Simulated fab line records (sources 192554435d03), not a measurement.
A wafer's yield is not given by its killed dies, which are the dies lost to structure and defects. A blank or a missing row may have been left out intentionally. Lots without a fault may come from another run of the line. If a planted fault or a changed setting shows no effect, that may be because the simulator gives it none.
fab line records | flow n5Finfet | part 2 of 2: steps 5 to 6 of 6
record: lots: 20 wafers: 60 lastDay: 17
route steps=1938 shown BEOL_M5@1137 BEOL_M6@1231
lots that met no fault: from a run of the same line without faults
startH: start of the lot's first displayed wafer, in hours after the record's first day | waitH: how many hours have passed since the lot's step before this one | " the same as in the row above | L1.1+2: several wafers, shown together as one row | - either no value or no given start | * or withheld: withheld | < > ~ a bound
route shown NAME@n: a module of which the file shows steps, and the number in the route of the first | usual: the fault-free wafers' mean and standard deviation | same: alike in all rows | chamber/n: place in a boat | sites: per-site readings | _std_site: standard deviation across them | _edge_site: inner sites' mean taken away from outer sites' mean | radiusMm: how far each site lies from the wafer's centre | mask NAME#n: copy n | behind: the last tool/chamber to shape the wafer | hold: why the lot went on hold/how many hours it stayed there/how the hold came to an end | device: transistor that didn't switch, given as n, p or np | end of line: the same wafers' tests at the end of the route | a step without rows: its recipe alone | killed: dies lost to structure and defects at the first sort, not the wafer's yield | map: a wafer's dies, marking killed ones x, the rest . and places with no die _
set.NAME: the setting that was run; set.NAME@STEP: the one run at that earlier step | model.NAME: the simulator's own value behind a step, which no gauge read
a sample of lots followed through the steps of the route, with each step as a table and each wafer as a row
services: a tool's chamber out of use, with start hour (startH, from the record's first day; less than 0 if before it), hours out, and reason
== steps ==
step: N5_BEOL_M6_ETCH_72
recipe: chemistry: N2/H2 target: underlayer targetDepthA: 65 maskMaterial: CAR-EUV timeS: 5.2 ionEnergyEv: 200 pressureMtorr: 30 sourceW: 840 biasW: 150 n2FlowSccm: 200 h2FlowSccm: 200 ends: cleared
usual: drypumpMotorCurrentA: 5.9/0.5 etchRfOnTimeS: 5.15/0.11 oesProductAu: 0.68/0.061 rfFwdPowerW: 819.8/2.2 rfVppV: 525.3/2.4 showerheadPlenumPTorr: 2.60/0.083 throttleValvePct: 17.8/0.35
columns lot.wafer tool chamber startH waitH drypumpMotorCurrentA etchRfOnTimeS oesProductAu rfFwdPowerW rfHoursCounterH rfVppV showerheadPlenumPTorr throttleValvePct
L074.2 rieDiel-06 0 194.31 0.0 6.4 5.24 0.61 817.0 206 527.9 2.64 18.2
L074.4 " 3 " " 5.0 5.21 0.63 817.5 179 527.0 2.66 18.0
L074.5 " 0 " " 6.4 5.26 0.61 822.5 - 524.8 2.64 18.2
L075.1 rieDiel-06 1 205.20 0.0 6.5 4.91 0.72 821.2 56 527.5 2.68 17.6
L075.4 " 2 " " 5.9 5.18 0.81 818.3 9 521.3 2.46 17.2
L075.6 " 1 " " 6.5 4.91 0.73 820.0 - 525.9 2.68 17.6
L076.2 rieDiel-06 0 211.21 0.0 6.4 5.28 0.61 816.0 211 527.6 2.63 18.2
L076.5 " 3 " " 5.0 5.29 0.62 818.3 - 528.2 2.65 18.0
L076.6 " 0 " " 6.4 5.25 0.61 820.7 - 526.0 2.63 18.2
L079.1 rieDiel-05 3 219.68 0.0 5.8 5.26 0.60 818.5 231 525.1 2.59 17.3
L079.2 " 0 " " 6.2 5.30 0.73 817.8 45 528.5 2.67 17.3
L079.3 " 1 " " 5.9 5.01 0.64 819.6 161 524.9 2.65 18.3
L078.1 rieDiel-06 1 224.31 0.0 6.5 4.91 0.72 822.3 62 526.5 2.67 17.6
L078.3 " 2 " " 5.9 5.17 0.79 821.3 15 524.0 2.46 17.3
L078.6 " 2 " " 5.9 5.15 0.79 822.0 - 522.0 2.46 17.2
L080.3 rieDiel-04 3 237.40 0.0 6.3 5.09 0.70 820.6 98 522.7 2.59 17.8
L080.4 " 2 " " 6.3 5.04 0.67 817.8 - 527.0 2.70 18.0
L080.5 " 0 " " 5.0 5.15 0.73 820.9 - 523.2 2.44 17.7
L082.1 rieDiel-04 0 243.26 0.0 4.9 5.16 0.71 822.2 70 523.2 2.44 17.7
L082.5 " 0 " " 5.0 5.13 0.71 818.8 - 521.1 2.44 17.7
L082.6 " 2 " " 6.3 5.11 0.67 815.9 - 525.1 2.70 18.0
L083.2 rieDiel-05 1 255.07 0.0 5.8 5.18 0.61 817.1 175 525.9 2.64 18.3
L083.3 " 0 " " 6.2 5.26 0.71 820.6 60 528.3 2.66 17.4
L083.4 " 2 " " 5.4 5.16 0.69 818.6 - 519.8 2.47 17.6
L085.1 rieDiel-06 3 255.46 0.0 5.0 5.10 0.62 821.2 199 526.8 2.65 18.0
L085.3 " 0 " " 6.3 5.23 0.61 822.1 226 526.1 2.63 18.2
L085.4 " 2 " " 5.9 5.10 0.78 821.8 25 521.5 2.46 17.2
L084.1 rieDiel-04 1 262.00 0.0 5.8 5.30 0.84 816.7 2 524.0 2.62 17.6
L084.2 " 3 " " 6.3 5.05 0.68 821.7 108 524.1 2.58 17.8
L084.3 " 0 " " 5.0 5.07 0.72 820.5 77 521.7 2.43 17.7
L088.1 rieDiel-05 1 262.56 0.0 5.8 5.09 0.63 814.9 179 529.3 2.64 18.4
L088.2 " 2 " " 5.4 5.11 0.69 824.7 105 520.8 2.46 17.6
L088.5 " 1 " " 5.8 5.09 0.63 816.0 - 526.1 2.64 18.3
L086.1 rieDiel-05 0 266.43 0.0 6.2 5.23 0.71 816.2 65 526.9 2.66 17.4
L086.3 " 2 " " 5.5 5.13 0.69 819.2 107 521.0 2.46 17.6
L086.5 " 2 " " 5.4 5.13 0.69 819.4 - 521.2 2.46 17.6
L087.3 rieDiel-04 0 284.58 0.0 5.0 5.23 0.70 822.6 84 522.0 2.43 17.7
L087.4 " 3 " " 6.3 5.14 0.68 821.2 115 525.3 2.58 17.8
L087.5 " 2 " " 6.3 5.07 0.67 818.0 - 527.9 2.69 18.0
L089.1 rieDiel-06 0 284.83 0.0 6.4 5.21 0.61 824.0 231 526.6 2.62 18.2
L089.4 " 3 " " 5.0 5.20 0.60 819.5 212 526.5 2.64 18.1
L089.6 " 0 " " 6.4 5.27 0.59 822.0 - 524.9 2.62 18.2
L091.1 rieDiel-05 0 309.24 0.0 6.2 5.36 0.68 817.5 83 526.6 2.65 17.4
L091.3 " 2 " " 5.4 5.13 0.67 818.6 119 522.1 2.46 17.6
L091.6 " 0 " " 6.2 5.29 0.69 818.2 - 526.3 2.65 17.4
L092.1 rieDiel-05 0 311.59 0.0 6.2 5.32 0.68 814.5 84 527.6 2.65 17.4
L092.4 " 3 " " 5.9 5.07 0.85 816.3 0 528.2 2.58 17.0
L092.6 " 1 " " 5.8 5.07 0.61 818.1 - 525.5 2.63 18.3
L094.1 rieDiel-06 1 311.93 0.0 6.5 4.98 0.69 817.6 98 527.5 2.66 17.7
L094.2 " 3 " " 5.0 5.24 0.61 819.6 223 525.2 2.64 18.1
L094.5 " 3 " " 5.0 5.24 0.60 818.1 - 526.7 2.63 18.1
L096.1 rieDiel-06 1 313.87 0.0 6.5 4.95 0.68 820.3 99 527.2 2.66 17.7
L096.2 " 3 " " 5.0 5.24 0.60 820.0 224 526.4 2.64 18.1
L096.6 " 1 " " 6.5 4.92 0.69 817.6 - 527.4 2.66 17.7
L093.3 rieDiel-05 2 314.33 0.0 5.5 5.07 0.68 820.6 122 522.9 2.46 17.6
L093.4 " 3 " " 5.9 5.09 0.84 818.4 1 524.6 2.58 17.0
L093.5 " 2 " " 5.4 5.11 0.66 820.6 - 521.0 2.46 17.6
L095.1 rieDiel-04 3 334.22 0.0 6.3 5.16 0.66 820.5 132 525.3 2.57 17.8
L095.2 " 0 " " 5.0 5.13 0.69 817.9 100 522.7 2.43 17.8
L095.5 " 2 " " 6.3 5.17 0.64 821.3 - 527.5 2.68 18.1
step: N5_BEOL_M6_STRIP_36
recipe: chemistry: N2/H2 powerW: 450 tempC: 40 pressureMtorr: 20 rfFrequencyHz: 6e+07 overashFraction: 0.3 biasPowerW: 7 h2Frac: 0.5 n2FlowSccm: 200 h2FlowSccm: 200
usual: drypumpMotorCurrentA: 5.9/0.5 oesProductAu: 0.79/0.075 rfVppV: 59.3/1.5 showerheadPlenumPTorr: 2.59/0.083 throttleValvePct: 23.5/0.46
columns lot.wafer tool chamber startH waitH drypumpMotorCurrentA oesProductAu rfHoursCounterH rfVppV showerheadPlenumPTorr throttleValvePct
L074.2 rieDiel-06 0 194.51 0.0 6.3 0.71 206 55.6 2.63 24.1
L074.4 " 3 " " 5.0 0.75 179 57.8 2.65 24.0
L074.5 " 0 " " 6.3 0.72 - 57.4 2.63 24.1
L075.1 rieDiel-06 1 205.40 0.0 6.5 0.85 56 59.0 2.67 23.3
L075.4 " 2 " " 5.9 0.97 9 59.7 2.46 22.9
L075.6 " 1 " " 6.5 0.84 - 58.7 2.67 23.3
L076.2 rieDiel-06 0 211.41 0.0 6.3 0.71 212 60.8 2.63 24.1
L076.5 " 3 " " 5.0 0.75 - 58.7 2.65 24.0
L076.6 " 0 " " 6.4 0.72 - 55.5 2.63 24.1
L079.1 rieDiel-05 3 219.88 0.0 5.8 0.69 231 59.5 2.59 22.7
L079.2 " 0 " " 6.2 0.86 45 60.7 2.66 22.9
L079.3 " 1 " " 5.9 0.74 161 58.8 2.64 24.1
L078.1 rieDiel-06 1 224.50 0.0 6.5 0.84 62 59.2 2.67 23.3
L078.3 " 2 " " 5.9 0.94 15 60.0 2.46 22.9
L078.6 " 2 " " 5.9 0.94 - 58.8 2.46 22.9
L080.3 rieDiel-04 3 237.60 0.0 6.2 0.81 98 58.5 2.58 23.7
L080.4 " 2 " " 6.3 0.80 - 58.3 2.69 23.7
L080.5 " 0 " " 5.0 0.83 - 58.3 2.44 23.3
L082.1 rieDiel-04 0 243.46 0.0 5.0 0.83 70 58.7 2.43 23.3
L082.5 " 0 " " 5.0 0.84 - 60.4 2.43 23.3
L082.6 " 2 " " 6.2 0.79 - 60.5 2.69 23.7
L083.2 rieDiel-05 1 255.26 0.0 5.9 0.74 176 58.7 2.64 24.2
L083.3 " 0 " " 6.2 0.83 60 57.8 2.65 22.9
L083.4 " 2 " " 5.4 0.79 - 61.0 2.46 23.3
L085.1 rieDiel-06 3 255.66 0.0 5.0 0.73 199 59.3 2.64 24.0
L085.3 " 0 " " 6.3 0.69 226 59.8 2.62 24.1
L085.4 " 2 " " 5.9 0.90 25 61.7 2.45 22.9
L084.1 rieDiel-04 1 262.19 0.0 5.8 1.01 3 59.2 2.61 23.6
L084.2 " 3 " " 6.3 0.82 108 60.1 2.58 23.7
L084.3 " 0 " " 5.0 0.83 77 60.4 2.43 23.3
L088.1 rieDiel-05 1 262.76 0.0 5.9 0.72 179 57.1 2.64 24.2
L088.2 " 2 " " 5.4 0.80 105 59.0 2.46 23.3
L088.5 " 1 " " 5.8 0.73 - 59.6 2.63 24.2
L086.1 rieDiel-05 0 266.63 0.0 6.2 0.83 65 58.7 2.65 23.0
L086.3 " 2 " " 5.4 0.79 107 58.7 2.46 23.3
L086.5 " 2 " " 5.4 0.78 - 58.9 2.46 23.3
L087.3 rieDiel-04 0 284.78 0.0 5.0 0.82 84 58.8 2.43 23.3
L087.4 " 3 " " 6.3 0.79 115 59.6 2.58 23.7
L087.5 " 2 " " 6.3 0.76 - 60.6 2.68 23.8
L089.1 rieDiel-06 0 285.02 0.0 6.4 0.70 231 58.2 2.62 24.1
L089.4 " 3 " " 5.0 0.74 212 60.6 2.64 24.0
L089.6 " 0 " " 6.4 0.69 - 59.6 2.62 24.1
L091.1 rieDiel-05 0 309.44 0.0 6.2 0.81 83 59.8 2.64 23.0
L091.3 " 2 " " 5.4 0.78 119 61.6 2.45 23.3
L091.6 " 0 " " 6.2 0.81 - 58.4 2.64 23.0
L092.1 rieDiel-05 0 311.79 0.0 6.3 0.80 85 60.0 2.64 23.0
L092.4 " 3 " " 5.9 0.98 0 60.6 2.58 22.7
L092.6 " 1 " " 5.9 0.72 - 60.9 2.63 24.2
L094.1 rieDiel-06 1 312.13 0.0 6.5 0.81 98 62.3 2.65 23.4
L094.2 " 3 " " 5.1 0.73 223 59.8 2.63 24.0
L094.5 " 3 " " 5.0 0.73 - 60.7 2.63 24.0
L096.1 rieDiel-06 1 314.07 0.0 6.5 0.80 99 58.7 2.65 23.4
L096.2 " 3 " " 5.0 0.72 224 61.4 2.63 24.0
L096.6 " 1 " " 6.5 0.81 - 59.9 2.65 23.4
L093.3 rieDiel-05 2 314.53 0.0 5.4 0.78 122 56.0 2.45 23.3
L093.4 " 3 " " 5.8 0.98 1 61.5 2.58 22.7
L093.5 " 2 " " 5.4 0.78 - 59.6 2.45 23.3
L095.1 rieDiel-04 3 334.42 0.0 6.3 0.77 132 57.9 2.57 23.7
L095.2 " 0 " " 5.0 0.81 100 59.6 2.42 23.3
L095.5 " 2 " " 6.3 0.75 - 58.9 2.68 23.8
== services ==
columns tool chamber startH hours kind
rieDiel-03 2 173.35 - clean
rieDiel-03 2 173.35 - consumableReplace:focusRing
rieDiel-03 2 173.35 19.9 scheduledDown
rieDiel-03 2 173.35 19.9 ventCycle
rieDiel-06 - 176.36 0.6 repair
rieDiel-01 1 197.73 6.1 repair
rieDiel-01 1 210.44 1.8 repair
rieDiel-02 - 212.13 28.1 pm
pecvd-01 - 216.10 0.8 repair
rieDiel-03 1 245.77 - clean
rieDiel-06 0 268.22 15.3 repair
pecvd-04 - 270.79 3.2 repair
pecvd-01 2 272.76 7.5 repair
rieDiel-02 1 285.26 2.9 repair
rieDiel-06 2 293.88 4.3 repair
rieDiel-05 3 296.99 - clean
rieDiel-05 3 296.99 - consumableReplace:focusRing
rieDiel-05 3 296.99 14.1 scheduledDown
rieDiel-05 3 296.99 14.1 ventCycle
rieDiel-05 2 297.03 9.6 repair
rieDiel-06 2 304.45 10.4 repair
rieDiel-02 2 311.15 15.1 repair
rieDiel-03 2 315.58 9.5 repair
pecvd-01 - 316.00 14.6 pm
